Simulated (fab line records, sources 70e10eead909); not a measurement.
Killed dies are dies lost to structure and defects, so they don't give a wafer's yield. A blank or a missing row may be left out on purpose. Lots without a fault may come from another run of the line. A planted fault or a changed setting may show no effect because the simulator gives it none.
Chamber matching | flow nand_harc | NHARC_A_CONTACT_DEP_24 on pecvd-01: 3 sister chambers
The step deposits SiO2, target thk 500 nm. 6 wafers are shown with their chamber, then 10 later ones without.

WAFERS WITH THEIR CHAMBER
wafer  | chamber | heater_power_w (W) | throttle_valve_pct (%)
L086.6 | 0       | 526                | 15.8
L087.1 | 1       | 637                | 16.2
L087.5 | 2       | 431                | 15.7
L087.6 | 1       | 648                | 16.6
L088.4 | 0       | 556                | 15.6
L088.5 | 2       | 470                | 15.9

WAFERS WITHOUT THEIR CHAMBER
wafer  | heater_power_w (W) | throttle_valve_pct (%)
L088.6 | 583                | 16.5
L091.2 | 516                | 15.6
L091.3 | 543                | 16.5
L091.6 | 422                | 16.0
L092.1 | 610                | 16.6
L092.5 | 514                | 15.5
L092.6 | 480                | 15.8
L097.2 | 421                | 15.9
L097.4 | 461                | 15.4
L097.5 | 486                | 15.7

WHICH CHAMBER EACH WENT THROUGH
wafer  | from the rows above          | in truth
L088.6 | can't be placed: 1 or 0      | 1
L091.2 | 0                            | 0
L091.3 | can't be placed: 0 or 1 or 2 | 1
L091.6 | 2                            | 2
L092.1 | 1                            | 1
L092.5 | can't be placed: 0 or 2      | 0
L092.6 | can't be placed: 2 or 0      | 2
L097.2 | 2                            | 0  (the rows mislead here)
L097.4 | 2                            | 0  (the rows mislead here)
L097.5 | can't be placed: 2 or 0      | 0
Placed correctly: 3 of 10. Can't be placed from these rows: 5 (the true chamber is among the candidates in 5). Placed wrongly: 2.
How it was worked out, from the rows above alone: a wafer's distance from a chamber is the root of the sum, over the readings, of the square of ((its reading less the chamber's mean) divided by the reading's scatter). The wafer belongs to the nearest chamber; if the next one is less than 2 further off, it can't be placed. A chamber's mean is the mean of its shown wafers. The scatter: the root of (the sum of the squares of (reading less its chamber's mean) over the shown wafers, divided by (wafers less chambers)).
